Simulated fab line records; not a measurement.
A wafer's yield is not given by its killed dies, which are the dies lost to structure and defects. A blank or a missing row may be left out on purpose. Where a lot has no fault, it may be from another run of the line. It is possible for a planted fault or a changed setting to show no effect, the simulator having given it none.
Comparing a struck lot with a sound one + flow nand harc + 40 steps out of a route of 1302
Sound: these wafers, L852.2, L852.3, L852.4. Struck: wafer L856.6. (L856.2, L856.3 of the same lot were not struck and are left out.) The cause comes at the end.
Per side, at each step with rows, come the tool, then ch with its chambers, and then its first start. Under that, the readings that differ: sound wafers + struck wafers + difference of the means + sigmas: that difference in standard deviations of wafers without a fault.
alike: same words and numbers on both sides, and readings whose means sit less than 2 such deviations apart. not compared: any withheld reading, any reading some wafer has no value for, any bound like >300 that may hide the same value, and any number with overlapping values for which the record gives no deviation.
A row with sigmas, a row that says differs or no value, or rows on one side alone: a step with any of these is where the two part. Numbers that have no deviation but don't overlap get no sigmas and don't part them. Lack of a reading on every wafer of one side parts them only where that side has two or more wafers.

NHARC_A_BONDPAD_OVL_MEAS_35:
  sound on overlay-01, day 25 21:27; struck on overlay-01, day 28 05:44
  alike: overlay x nm, overlay y nm
then, 1 step without rows for these wafers: NHARC_A_BONDPAD_HARDBAKE_10 (time 65 s).
NHARC_A_BONDPAD_DESCUM_11: chemistry O2, time 3 s.
  sound on rie diel-09 ch 0,2,3, day 25 21:35; struck on rie diel-09 ch 3, day 28 05:56
  alike: chamber pressure mTorr, drypump motor current A, oes product au, rf vpp V, showerhead plenum p Torr, throttle valve pct
  not compared: rf hours counter h
then, 1 step without rows for these wafers: NHARC_A_BONDPAD_ETCH_34 (etches the open film in N2/H2, target depth 60 nm, overetch 18 nm, time 65.91 s).
NHARC_A_BONDPAD_ETCH_12: etches the open film in CHF3/O2, target depth 220 nm, time 110 s.
  sound: rie diel-09 ch 0,2,3; struck: rie diel-09 ch 3
  alike: bias w, chamber pressure mTorr, chf3 flow sccm, drypump motor current A, oes product au, rf vpp V, showerhead plenum p Torr, throttle valve pct
  not compared: rf hours counter h
NHARC_A_BONDPAD_CD_MEAS_13:
  sound on cd sem-02, day 25 21:54; struck on cd sem-02, day 28 06:16
  alike: cd nm
then, 1 step without rows for these wafers: NHARC_A_BONDPAD_STRIP_15 (strips in O2).
NHARC_A_BONDPAD_ETCH_24: etches the open film in CF4/N2, target depth 30 nm, time 72.99 s.
  sound: rie diel-09 ch 0,2,3; struck: rie diel-09 ch 1
| reading                         | sound             | struck | difference | sigmas |
|---------------------------------|-------------------|--------|------------|--------|
| rf vpp V (V)                    | 316.7 313.6 317.5 | 310.6  | -5.3       | -2     |
| showerhead plenum p Torr (Torr) | 2.83 2.59 2.78    | 2.48   | -0.25      | -2     |
  alike: bias w, chamber pressure mTorr, drypump motor current A, oes product au, throttle valve pct
  not compared: rf hours counter h
then, 4 steps without rows for these wafers: NHARC_A_BONDPAD_STRIP_16 (strips in post etch residue remover, time 600 s); NHARC_A_BONDPAD_DEGAS_25 (time 60 s); NHARC_A_BONDPAD_PRE_CLEAN_26 (time 30 s); NHARC_A_BONDPAD_PVD_17 (deposits TaN, target thk 5 nm, time 8.06 s).
NHARC_A_BONDPAD_PVD_27: deposits Cu, target thk 30 nm, time 20.49 s.
  sound on pvd sputter-03, day 25 22:45; struck on pvd sputter-03, day 28 07:07
  alike: throttle valve pct
then, 2 steps without rows for these wafers: NHARC_A_BONDPAD_ECD_18 (material Cu, target thk 400 nm); NHARC_A_BONDPAD_ANNEAL_28 (time 90 s).
NHARC_A_BONDPAD_CMP_19: polishes, t overpolish 30 s, cu recess touch 16 s, target thk 169.82 nm.
  sound on cmp-04 ch 0,1,2, day 25 23:37; struck on cmp-04 ch 0, day 28 07:58
  alike: motor current A, overpolish run s, retaining ring pressure frac
then, 1 step without rows for these wafers: NHARC_A_BONDPAD_SRD_21 (time 30 s, dry time 20 s).
NHARC_A_BONDPAD_INSPECT_23:
  sound on defect inspect-02, day 26 00:08; struck on defect inspect-02, day 28 08:31
  alike: raw defect count
then, 5 steps without rows for these wafers: NHARC_HYBRID_BOND_ACTIVATE_00 (chemistry N2, time 60 s); NHARC_HYBRID_BOND_PRECLEAN_01 (cleans in DIW, time 300 s); NHARC_HYBRID_BOND_SRD_02 (time 30 s, dry time 20 s); NHARC_HYBRID_BOND_BOND_03; NHARC_HYBRID_BOND_ANNEAL_04 (time 7200 s).
NHARC_HYBRID_BOND_OVL_MEAS_05:
  the record holds rows for the sound wafers here (overlay-02, day 26 06:47) but none for the struck ones
NHARC_HYBRID_BOND_INSPECT_06: inspects for defects (ir void).
  the record holds rows for the sound wafers here (defect inspect-01, day 26 06:50) but none for the struck ones
next, for these wafers, 1 step has no rows: NHARC_THIN_TSV_GRIND_00.
NHARC_THIN_TSV_CMP_01: polishes.
  the record has rows for the sound wafers here (cmp-03 ch 1,2,3, day 26 09:25) and none for the struck ones
NHARC_THIN_TSV_THK_MEAS_02: measures by ir.
  the record holds rows for the sound wafers here (film metro-02, day 26 09:40) but none for the struck ones
then, 11 steps without rows for these wafers: NHARC_THIN_TSV_SRD_03; NHARC_THIN_TSV_PRECLEAN_41 (cleans in SC1); NHARC_THIN_TSV_SRD_42; NHARC_THIN_TSV_DEP_43 (deposits SiO2, target thk 1328.5 nm); NHARC_THIN_TSV_DEHYDRATE_04 (time 120 s); NHARC_THIN_TSV_HMDS_05 (time 30 s); NHARC_THIN_TSV_COAT_06; NHARC_THIN_TSV_SOFTBAKE_07 (time 95 s); NHARC_THIN_TSV_EBR_08; NHARC_THIN_TSV_EXPOSE_09 (exposes mask TSV); NHARC_THIN_TSV_PEB_10 (peb time 85 s).
NHARC_END_SORT_01:
  the record has rows for the struck wafers here (prober-02 ch 0, day 29 18:54) and none for the sound ones

WHERE THEY PART
Earliest at NHARC_A_BONDPAD_ETCH_24; latest, in this record, at NHARC_END_SORT_01.

WHY: whatever the simulator had introduced
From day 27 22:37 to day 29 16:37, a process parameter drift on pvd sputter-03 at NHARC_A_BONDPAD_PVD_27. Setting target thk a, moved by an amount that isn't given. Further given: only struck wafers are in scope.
